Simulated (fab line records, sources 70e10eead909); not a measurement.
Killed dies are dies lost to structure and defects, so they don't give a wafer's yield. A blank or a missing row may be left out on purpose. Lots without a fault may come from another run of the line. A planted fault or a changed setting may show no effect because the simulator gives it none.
fab line records | flow nand_harc
record lots=13 wafers=37 last_day=32
route steps=1302 shown A_STAIRCASE@737 END@1302
lots that met no fault: from a run of the same line without faults
start_h: hours from the record's first day to the start of the lot's first wafer shown | wait_h: hours since the lot's step before | " the same as in the row above | L1.1+2: a row that stands for several wafers | - no value, or no start given | * or withheld: withheld | < > ~ a bound
route shown NAME@n: a module of which the file shows steps, and the number in the route of the first | usual: mean/standard deviation of fault-free wafers | same: alike in all rows | chamber/n: place in a boat | sites: the reading at each site | _std_site: their standard deviation | _edge_site: outer sites' mean less inner sites' | radius_mm: how far each site lies from the wafer's centre | mask NAME#n: copy n | behind: the tool/chamber that last shaped the wafer | hold: why the lot was held/for how many hours/how that ended | device: the transistor (n, p or np) that didn't switch | end of line: the same wafers' tests at the end of the route | a step without rows: its recipe alone | killed: dies lost to structure and defects at the first sort, not the wafer's yield | map: a wafer's dies, x killed, . not, _ none there
set.NAME: the setting as run; set.NAME@STEP: as run at that earlier step | model.NAME: the simulator's own value behind a step, which no gauge read
steps of the route over a sample of lots; a table a step, a row a wafer
services: from which hour (start_h, from the record's first day; less than 0 if before it) a tool's chamber was out of use, for how many hours, and why
## steps
# step NHARC_A_STAIRCASE_ETCH_223
# recipe target_depth_a=1000 time_s=40.5 ion_energy_ev=400 c4f8_flow_sccm=20 o2_flow_sccm=10 ar_flow_sccm=withheld rf_w=600 bias_w=1000 chemistry=C4F8/O2
# usual oes_product_au=0.944/0.017 rf_vpp_V=898/5.8
# columns lot.wafer tool chamber start_h wait_h oes_product_au rf_hours_counter_h rf_vpp_V
L914.2 rie_diel-08 1 - - 0.969 58 897
L914.1 " 3 " " 0.951 55 899
L914.6 " 1 " " 0.974 - 898
L915.4 rie_diel-08 1 - - 0.929 3 897
L915.1 " 3 " " 0.923 2 898
L915.5 " 2 " " 0.948 - 897
L916.4 rie_diel-10 3 - - 0.937 47 896
L916.1 " 0 " " 0.954 45 904
L916.5 " 3 " " 0.937 - 898
L918.1 rie_diel-08 1 - - 0.953 7 897
L918.2 " 0 " " 0.962 7 906
L918.6 " 1 " " 0.961 - 897
L919.2 rie_diel-08 2 - - 0.981 11 898
L919.4 " 3 " " 0.945 12 900
L919.5 " 3 " " 0.949 - 896
L921.4 rie_diel-06 0 - - 0.980 32 892
L921.1 " 3 " " 0.941 41 891
L921.5 " 0 " " 0.976 - 893
L922.4 rie_diel-08 0 - - 0.936 23 907
L922.3 " 1 " " 0.953 21 896
L922.5 " 3 " " 0.941 - 899
L924.1 rie_diel-10 2 - - 0.949 11 906
L924.5 " 3 " " 0.939 - 897
L924.4 " 0 " " 0.942 - 906
L927.3 rie_diel-10 2 - - 0.943 14 905
L927.4 " 0 " " 0.929 - 905
L926.3 rie_diel-10 2 - - 0.944 15 905
L926.4 " 0 " " 0.933 - 906
L935.1 rie_diel-08 1 - - 0.936 4 895
L935.2 " 3 " " 0.961 6 898
L935.6 " 1 " " 0.938 - 896
L936.1 rie_diel-06 3 - - 0.936 32 890
L936.4 " 1 " " 0.983 34 888
L936.6 " 3 " " 0.954 - 890
L937.3 rie_diel-06 3 - - 0.941 34 892
L937.1 " 0 " " 0.951 39 891
L937.5 " 3 " " 0.933 - 891
# step NHARC_A_STAIRCASE_TRIM_233
# recipe time_s=211.2 o2_flow_sccm=500 ar_flow_sccm=0 bias_w=0 chemistry=O2
# usual drypump_motor_current_A=5.8/0.47 oes_product_au=1.002/0.015 rf_vpp_V=57.9/0.91 showerhead_plenum_p_Torr=3.56/0.16 throttle_valve_pct=17.037/0.0096
# columns lot.wafer tool chamber start_h wait_h drypump_motor_current_A oes_product_au rf_hours_counter_h rf_vpp_V showerhead_plenum_p_Torr throttle_valve_pct
L914.2 rie_diel-06 0 - - 6.2 1.018 10 57.2 3.45 17.030
L914.1 " 3 " " 6.2 0.997 13 58.6 3.44 17.034
L914.6 " 1 " " 5.5 0.993 - 56.9 3.37 17.038
L915.1 rie_diel-08 0 - - 6.0 1.017 4 57.6 3.81 17.041
L915.4 " 2 " " 6.3 1.020 4 56.7 3.55 17.023
L915.5 " 0 " " 6.1 1.012 - 59.0 3.81 17.047
L916.1 rie_diel-08 3 - - 5.1 1.001 4 58.2 3.61 17.028
L916.4 " 1 " " 5.5 1.010 5 58.7 3.56 17.036
L916.5 " 3 " " 5.1 0.994 - 58.2 3.61 17.023
L918.2 rie_diel-06 1 - - 5.5 1.004 24 59.0 3.37 17.044
L918.1 " 0 " " 6.1 1.039 25 57.5 3.44 17.053
L918.6 " 1 " " 5.6 0.997 - 56.1 3.37 17.042
L919.4 rie_diel-10 1 - - 5.6 0.995 54 59.8 3.74 17.055
L919.2 " 2 " " 5.1 1.012 49 58.0 3.78 17.025
L919.5 " 3 " " 5.7 0.978 - 57.7 3.56 17.022
L921.1 rie_diel-06 3 - - 6.2 1.004 43 56.6 3.43 17.034
L921.4 " 1 " " 5.5 0.996 36 57.5 3.36 17.054
L921.5 " 2 " " 6.3 1.002 - 57.9 3.78 17.041
L922.3 rie_diel-06 2 - - 6.4 1.001 47 57.9 3.78 17.049
L922.4 " 0 " " 6.2 1.023 - 57.7 3.44 17.008
L922.5 " 2 " " 6.4 0.999 - 58.9 3.78 17.041
L924.1 rie_diel-06 0 - - 6.1 1.017 47 59.6 3.43 17.015
L924.4 " 0 " " 6.1 1.022 - 56.7 3.43 17.053
L924.5 " 2 " " 6.4 1.009 - 58.3 3.78 17.019
L927.3 rie_diel-10 2 - - 5.1 1.001 15 58.7 3.77 17.036
L927.4 " 0 " " 5.0 0.998 - 59.6 3.77 17.040
L926.3 rie_diel-06 1 - - 5.6 0.974 47 57.6 3.35 17.029
L926.4 " 3 " " 6.2 0.996 - 57.9 3.42 17.055
L935.2 rie_diel-10 0 - - 5.0 0.987 36 57.6 3.76 17.028
L935.1 " 3 " " 5.7 0.971 37 58.0 3.54 17.022
L935.6 " 0 " " 5.0 0.999 - 57.7 3.76 17.030
L936.1 rie_diel-06 1 - - 5.6 1.022 35 57.1 3.34 17.025
L936.4 " 2 " " 6.3 0.991 31 58.3 3.76 17.049
L936.6 " 0 " " 6.1 0.994 - 57.4 3.41 17.042
L937.3 rie_diel-10 3 - - 5.7 0.980 42 57.6 3.54 17.038
L937.1 " 2 " " 5.1 0.996 44 58.4 3.75 17.045
L937.5 " 3 " " 5.8 0.980 - 58.1 3.54 17.044
# step NHARC_A_STAIRCASE_ETCH_253
# recipe target_depth_a=500 time_s=20.2 ion_energy_ev=400 c4f8_flow_sccm=20 o2_flow_sccm=10 ar_flow_sccm=withheld rf_w=600 bias_w=1000 chemistry=C4F8/O2
# usual oes_product_au=0.961/0.019 rf_vpp_V=898/5.8
# columns lot.wafer tool chamber start_h wait_h oes_product_au rf_hours_counter_h rf_vpp_V
L914.2 rie_diel-08 2 363.54 0.3 0.947 50 896
L914.1 " 0 " " 0.979 58 886
L914.6 " 3 " " 0.963 - 899
L915.1 rie_diel-10 0 387.38 0.1 0.963 45 904
L915.4 " 3 " " 0.967 47 897
L915.5 " 0 " " 0.972 - 906
L916.1 rie_diel-08 1 389.67 0.1 0.968 5 897
L916.4 " 2 " " 0.982 5 898
L916.5 " 1 " " 0.981 - 897
L918.2 rie_diel-10 3 402.47 0.1 0.915 52 897
L918.1 " 0 " " 0.929 49 906
L918.6 " 0 " " 0.938 - 904
L919.2 rie_diel-10 0 416.67 0.1 0.987 52 905
L919.4 " 1 " " 0.977 55 905
L919.5 " 3 " " 0.946 - 896
L921.4 rie_diel-10 3 431.64 0.1 0.946 1 897
L921.1 " 0 " " 0.982 1 904
L921.5 " 3 " " 0.947 - 898
L922.3 rie_diel-06 2 445.32 0.1 0.961 48 905
L922.4 " 1 " " 0.925 37 890
L922.5 " 3 " " 0.966 - 891
L924.1 rie_diel-06 0 470.84 0.1 0.983 48 893
L924.4 " 1 " " 0.922 43 890
L924.5 " 1 " " 0.917 - 888
L927.3 rie_diel-06 3 482.62 0.1 0.981 63 892
L927.4 " 1 " " 0.741 48 891
L926.4 rie_diel-06 1 483.07 0.1 0.732 48 889
L926.3 " 2 " " 0.958 58 905
L935.1 rie_diel-10 1 567.33 0.1 0.949 32 902
L935.2 " 2 " " 0.971 39 903
L935.6 " 1 " " 0.955 - 903
L936.1 rie_diel-08 3 578.98 0.1 0.937 10 897
L936.4 " 3 " " 0.938 - 898
L936.6 " 0 " " 0.976 - 903
L937.1 rie_diel-10 2 584.71 0.1 0.966 44 904
L937.3 " 0 " " 0.946 41 903
L937.5 " 2 " " 0.969 - 904
# step NHARC_A_STAIRCASE_STRIP_254
# recipe power_w=1500 temp_c=250 chemistry=O2
# usual drypump_motor_current_A=5.13/0.25 heater_power_w=345/35
# columns lot.wafer tool chamber start_h wait_h drypump_motor_current_A heater_power_w rf_hours_counter_h
L914.1 plasma_asher-02 1 363.64 - 4.87 344 25
L914.2 " 0 " " 5.21 318 25
L914.6 " 1 " " 4.91 352 -
L915.1 plasma_asher-02 0 387.47 - 5.21 308 31
L915.4 " 1 " " 4.88 356 -
L915.5 " 0 " " 5.21 306 -
L916.1 plasma_asher-02 0 390.03 - 5.19 318 32
L916.4 " 1 " " 4.85 344 -
L916.5 " 0 " " 5.19 317 -
L918.1 plasma_asher-01 1 402.55 - 5.57 407 9
L918.2 " 0 " " 5.05 332 9
L918.6 " 0 " " 5.01 328 -
L919.2 plasma_asher-01 0 416.80 - 5.02 330 11
L919.4 " 1 " " 5.58 417 -
L919.5 " 1 " " 5.56 402 -
L921.1 plasma_asher-01 1 431.77 - 5.61 409 14
L921.4 " 1 " " 5.57 415 -
L921.5 " 1 " " 5.59 404 -
L922.4 plasma_asher-02 1 445.50 - 4.88 353 -
L922.3 " 0 " " 5.21 317 -
L922.5 " 0 " " 5.19 322 -
L924.1 plasma_asher-02 1 470.93 - 4.86 356 6
L924.4 " 0 " " 5.20 317 -
L924.5 " 1 " " 4.87 343 -
L927.3 plasma_asher-02 0 482.95 - 5.21 314 -
L927.4 " 1 " " 4.86 350 -
L926.3 plasma_asher-01 0 483.25 - 5.04 315 -
L926.4 " 1 " " 5.60 411 -
L935.1 plasma_asher-01 1 567.42 - 5.57 420 7
L935.2 " 0 " " 5.00 329 7
L935.6 " 0 " " 5.01 317 -
L936.1 plasma_asher-01 1 579.13 - 5.58 424 11
L936.4 " 1 " " 5.59 430 -
L936.6 " 0 " " 5.05 318 -
L937.1 plasma_asher-02 0 584.80 - 5.21 317 32
L937.3 " 0 " " 5.20 313 -
L937.5 " 0 " " 5.20 312 -
# step NHARC_END_SORT_01
# recipe temp_c=25
# usual killed_at_array=56/19 killed_at_other=0.6/1 killed_at_periphery=3.9/2.7 killed_dies=61/19 killed_open=3.3/1.9 killed_short=2.4/1.7
# same gross_dies=677
# columns lot.wafer tool chamber start_h wait_h killed_at_array killed_at_other killed_at_periphery killed_dies killed_open killed_short
L914.1 prober-01 0 566.09 2.5 59 0 9 68 4 2
L914.2 prober-01 0 566.90 2.8 46 1 4 51 1 1
L914.6 prober-01 0 570.13 4.0 46 1 13 60 6 3
L921.1 prober-01 0 638.02 2.5 45 0 2 47 2 2
L921.4 prober-01 0 640.44 3.4 47 0 4 51 2 2
L921.5 prober-01 0 641.25 3.7 45 1 4 50 1 4
L922.3 prober-02 0 639.64 3.1 26 0 8 34 2 3
L922.4 prober-02 0 640.44 3.4 27 0 6 33 2 0
L922.5 prober-02 0 641.23 3.7 35 0 2 37 5 4
L924.1 prober-02 0 666.52 2.5 71 2 3 76 2 4
L924.4 prober-02 0 668.91 3.4 87 1 2 90 6 5
L924.5 prober-02 0 669.71 3.7 65 2 2 69 2 0
L927.3 prober-02 0 684.83 3.1 58 0 6 64 4 3
L927.4 prober-02 0 685.65 3.5 69 0 2 71 4 2
L926.3 prober-01 0 693.80 3.1 61 0 5 66 3 1
L926.4 prober-01 0 694.60 3.4 59 2 3 64 3 1
L936.1 prober-01 0 771.49 2.5 53 0 13 66 2 6
L936.4 prober-01 0 773.89 3.4 37 2 5 44 3 0
L936.6 prober-01 0 775.49 4.0 50 0 3 53 5 2
# killed by level:class
L914.1 A_CHANNEL_HOLE_D1:chamber_film_flake=31 A_CHANNEL_HOLE_D2:chamber_film_flake=9 A_CONTACT:chamber_film_flake=5 A_STAIRCASE:chamber_film_flake=4 P_ZERO_WELL:chamber_film_flake=3 A_WL_FILL:chamber_film_flake=3 P_CONTACT:geometric_particle:open=2 A_CHANNEL_FILL_D2:geometric_particle:short=2
L914.2 A_CHANNEL_HOLE_D1:chamber_film_flake=27 A_CONTACT:chamber_film_flake=6 A_CHANNEL_HOLE_D2:chamber_film_flake=4 P_M1:chamber_film_flake=3 A_ZERO_WELL:chamber_film_flake=2 A_STAIRCASE:chamber_film_flake=2 A_DECK1_JOINT:chamber_film_flake=2 A_WL_FILL:geometric_particle:short=1
L914.6 A_CHANNEL_HOLE_D1:chamber_film_flake=30 P_ZERO_WELL:chamber_film_flake=5 A_STAIRCASE:chamber_film_flake=5 P_M1:chamber_film_flake=3 A_CHANNEL_HOLE_D2:chamber_film_flake=3 P_M0:geometric_particle:open=2 A_WL_FILL:geometric_particle:open=2 P_CONTACT:geometric_particle:short=1
L921.1 A_CHANNEL_HOLE_D2:chamber_film_flake=27 A_STAIRCASE:chamber_film_flake=6 A_CHANNEL_HOLE_D1:chamber_film_flake=5 A_CONTACT:chamber_film_flake=3 P_STI:chamber_film_flake=2 A_CHANNEL_HOLE_D1:geometric_particle:short=1 A_DECK1_JOINT:geometric_particle:open=1 A_BLC:geometric_particle:short=1
L922.3 A_CHANNEL_HOLE_D2:chamber_film_flake=12 P_GATE:chamber_film_flake=7 A_CHANNEL_HOLE_D1:chamber_film_flake=4 A_WL_FILL:chamber_film_flake=3 P_STI:geometric_particle:open=1 A_ONON_D1:geometric_particle:short=1 A_DECK1_JOINT:geometric_particle:short=1 A_CHANNEL_HOLE_D2:geometric_particle:open=1
L922.4 A_CHANNEL_HOLE_D2:chamber_film_flake=13 P_GATE:chamber_film_flake=5 A_CHANNEL_HOLE_D1:chamber_film_flake=5 A_CHANNEL_FILL_D1:chamber_film_flake=2 A_STAIRCASE:chamber_film_flake=2 A_WL_FILL:chamber_film_flake=2 P_M1:geometric_particle:open=1 A_WL_FILL:geometric_particle:open=1
L921.4 A_CHANNEL_HOLE_D2:chamber_film_flake=32 A_CHANNEL_HOLE_D1:chamber_film_flake=6 A_CONTACT:chamber_film_flake=4 P_STI:chamber_film_flake=2 P_CONTACT:geometric_particle:open=1 A_ONON_D1:geometric_particle:short=1 A_CHANNEL_HOLE_D1:geometric_particle:short=1 A_M1:geometric_particle:open=1
L922.5 A_CHANNEL_HOLE_D2:chamber_film_flake=9 A_CHANNEL_FILL_D1:chamber_film_flake=4 A_CHANNEL_FILL_D2:geometric_particle:short=3 A_CHANNEL_HOLE_D1:chamber_film_flake=3 A_STAIRCASE:chamber_film_flake=3 P_GATE:chamber_film_flake=2 A_DECK1_JOINT:chamber_film_flake=2 A_WL_FILL:chamber_film_flake=2
L921.5 A_CHANNEL_HOLE_D2:chamber_film_flake=31 A_CHANNEL_HOLE_D1:chamber_film_flake=4 P_STI:chamber_film_flake=3 A_STAIRCASE:chamber_film_flake=3 P_M2:geometric_particle:short=1 A_CHANNEL_HOLE_D2:geometric_particle:short=1 A_CHANNEL_FILL_D2:geometric_particle:open=1 A_WL_FILL:geometric_particle:short=1
L924.1 A_CHANNEL_HOLE_D1:chamber_film_flake=28 A_SLIT:chamber_film_flake=19 A_CHANNEL_HOLE_D2:chamber_film_flake=7 A_CONTACT:chamber_film_flake=5 A_CHANNEL_FILL_D2:geometric_particle:open=2 P_GATE:chamber_film_flake=2 A_DECK1_JOINT:chamber_film_flake=2 A_M1:chamber_film_flake=2
L924.4 A_CHANNEL_HOLE_D1:chamber_film_flake=43 A_SLIT:chamber_film_flake=19 A_CHANNEL_HOLE_D2:chamber_film_flake=8 A_M1:chamber_film_flake=3 A_CHANNEL_FILL_D2:geometric_particle:open=2 A_M1:geometric_particle:open=2 A_CONTACT:chamber_film_flake=2 P_CONTACT:geometric_particle:short=1
L924.5 A_CHANNEL_HOLE_D1:chamber_film_flake=26 A_SLIT:chamber_film_flake=25 A_CHANNEL_HOLE_D2:chamber_film_flake=5 P_CONTACT:geometric_particle:open=2 A_DECK1_JOINT:chamber_film_flake=2 A_CONTACT:chamber_film_flake=2 A_M1:chamber_film_flake=2 THIN_TSV:chamber_film_flake=2
L927.3 A_CHANNEL_HOLE_D1:chamber_film_flake=25 A_CHANNEL_HOLE_D2:chamber_film_flake=11 A_CONTACT:chamber_film_flake=5 P_GATE:chamber_film_flake=4 A_WL_FILL:chamber_film_flake=4 A_M0:chamber_film_flake=4 A_ONON_D1:geometric_particle:short=2 A_STAIRCASE:chamber_film_flake=2
L927.4 A_CHANNEL_HOLE_D1:chamber_film_flake=30 A_CHANNEL_HOLE_D2:chamber_film_flake=17 A_CONTACT:chamber_film_flake=10 A_STAIRCASE:chamber_film_flake=4 A_ONON_D1:geometric_particle:open=2 A_M0:chamber_film_flake=2 P_CONTACT:geometric_particle:open=1 A_DECK1_JOINT:geometric_particle:open=1
L926.3 A_SLIT:chamber_film_flake=36 A_STAIRCASE:chamber_film_flake=10 A_CHANNEL_HOLE_D1:chamber_film_flake=8 P_STI:chamber_film_flake=2 A_CHANNEL_FILL_D1:chamber_film_flake=2 P_CONTACT:geometric_particle:open=1 A_CHANNEL_FILL_D1:geometric_particle:open=1 A_CHANNEL_FILL_D2:geometric_particle:open=1
L926.4 A_SLIT:chamber_film_flake=26 A_CHANNEL_HOLE_D1:chamber_film_flake=8 A_STAIRCASE:chamber_film_flake=8 A_CONTACT:chamber_film_flake=7 A_CHANNEL_HOLE_D2:chamber_film_flake=4 A_CHANNEL_FILL_D1:chamber_film_flake=3 THIN_TSV:chamber_film_flake=2 P_STI:geometric_particle:open=1
L936.1 A_SLIT:chamber_film_flake=30 P_STI:chamber_film_flake=11 A_CHANNEL_HOLE_D2:chamber_film_flake=5 A_CONTACT:chamber_film_flake=4 A_WL_FILL:geometric_particle:short=3 A_CHANNEL_HOLE_D1:chamber_film_flake=3 A_STAIRCASE:chamber_film_flake=2 P_M0:geometric_particle:short=1
L936.4 A_SLIT:chamber_film_flake=22 A_CONTACT:chamber_film_flake=5 P_STI:chamber_film_flake=4 A_STAIRCASE:chamber_film_flake=4 A_ZERO_WELL:chamber_film_flake=2 THIN_TSV:chamber_film_flake=2 P_CONTACT:geometric_particle:open=1 A_ONON_D2:geometric_particle:open=1
L936.6 A_SLIT:chamber_film_flake=33 A_CHANNEL_HOLE_D2:chamber_film_flake=4 A_CONTACT:chamber_film_flake=3 A_CHANNEL_FILL_D1:geometric_particle:open=2 P_STI:chamber_film_flake=2 A_CHANNEL_HOLE_D1:chamber_film_flake=2 P_M1:geometric_particle:open=1 A_CHANNEL_FILL_D2:geometric_particle:short=1
## services
# columns tool chamber start_h hours kind
rie_diel-06 0 340.94 - clean
rie_diel-06 1 340.94 - clean
rie_diel-06 2 340.94 - clean
rie_diel-06 3 340.94 - clean
plasma_asher-01 - 342.08 9.0 pm
rie_diel-10 0 350.12 - clean
rie_diel-10 1 350.12 - clean
rie_diel-10 2 350.12 - clean
rie_diel-08 1 362.69 5.6 repair
rie_diel-08 - 367.84 9.0 pm
plasma_asher-01 - 380.76 10.4 repair
rie_diel-06 - 384.12 1.8 repair
rie_diel-10 - 420.00 9.0 pm
plasma_asher-02 - 426.13 9.0 pm
plasma_asher-01 - 461.79 0.8 repair
rie_diel-10 1 466.77 17.7 repair
rie_diel-06 2 474.45 7.3 repair
plasma_asher-02 - 479.96 2.6 repair
rie_diel-06 - 484.37 9.0 pm
rie_diel-10 - 491.56 33.9 repair
plasma_asher-01 - 519.08 9.0 pm
rie_diel-08 - 541.65 3.1 repair
rie_diel-08 - 544.84 9.0 pm
rie_diel-06 3 558.29 5.9 repair
## key
first_sign step=NHARC_A_STAIRCASE_ETCH_253 reading=oes_product_au direction=down sigmas=12 usual=0.961 struck=0.736
effect none on later readings
met_at NHARC_A_STAIRCASE_ETCH_253
struck_lots L926,L927
struck_wafers L926.4,L927.4
tester_left_out L926,L927
not_acting_at NHARC_A_STAIRCASE_ETCH_223,NHARC_A_STAIRCASE_TRIM_233,NHARC_A_STAIRCASE_STRIP_254
onset_between 470.84 482.62
fault kind=process_parameter_drift tool=rie_diel-06 chamber=- onset_h=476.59 steps=NHARC_A_STAIRCASE_ETCH_253 channel=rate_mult offset=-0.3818 shape=step end_h=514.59 scope=struck_wafers_only
# tester_left_out: of these lots the tester's yield and bins aren't shown, on N5 and GAA mostly nor the transistor test; their killed dies are dies lost to structure and defects alone, not to doping, threshold or leakage, so they don't give the yield
